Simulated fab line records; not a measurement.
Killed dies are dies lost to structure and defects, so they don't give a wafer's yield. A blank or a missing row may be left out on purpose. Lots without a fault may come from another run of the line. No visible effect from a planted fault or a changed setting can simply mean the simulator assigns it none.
Chamber matching | flow nand harc | NHARC_A_STAIRCASE_CMP_152 on cmp-03: 4 sister chambers
The step polishes. 8 wafers are shown with their chamber, then 10 later ones without.

== WAFERS PAIRED WITH THEIR CHAMBERS ==
wafer  | chamber | motor current A (A) | slurry filter dp kPa (kPa)
L075.3 | 2       | 11.9                | 13.35
L078.3 | 3       | 13.5                | 13.62
L079.1 | 3       | 13.0                | 13.47
L079.2 | 2       | 12.0                | 13.42
L084.3 | 0       | 12.6                | 13.44
L084.6 | 1       | 13.0                | 13.44
L089.1 | 0       | 12.4                | 13.67
L089.4 | 1       | 12.7                | 13.61

== WAFERS WITH NO CHAMBER GIVEN ==
wafer  | motor current A (A) | slurry filter dp kPa (kPa)
L089.5 | 12.3                | 13.36
L088.1 | 12.6                | 13.48
L088.3 | 12.6                | 13.39
L088.4 | 12.8                | 13.33
L092.2 | 13.8                | 13.40
L092.3 | 13.0                | 13.65
L092.5 | 13.0                | 13.51
L094.4 | 12.4                | 13.55
L094.5 | 12.0                | 13.56
L094.6 | 12.5                | 13.42

== THE CHAMBER EACH PASSED THROUGH ==
wafer  | from the rows above               | in truth
L089.5 | can't be placed: 2 or 0 or 1      | 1
L088.1 | can't be placed: 0 or 1           | 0
L088.3 | can't be placed: 0 or 1 or 2 or 3 | 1
L088.4 | can't be placed: 1 or 0 or 3      | 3
L092.2 | can't be placed: 3 or 1           | 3
L092.3 | can't be placed: 1 or 3 or 0      | 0
L092.5 | can't be placed: 1 or 3 or 0      | 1
L094.4 | can't be placed: 0 or 1           | 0
L094.5 | can't be placed: 2 or 0           | 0
L094.6 | can't be placed: 0 or 1 or 2      | 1
Placed correctly: 0 of 10. Can't be placed from these rows: 10 (the true chamber is among the candidates in 10). Placed wrongly: 0.
How it was worked out, from the rows above alone: a wafer's distance from a chamber is the root of the sum, over the readings, of the square of ((its reading less the chamber's mean) divided by the reading's scatter). The wafer belongs to the nearest chamber; if the next one is less than 2 further off, it can't be placed. For every chamber, the mean is computed from those of its wafers that are shown. The scatter: the root of (the sum of the squares of (reading less its chamber's mean) over the shown wafers, divided by (wafers less chambers)).
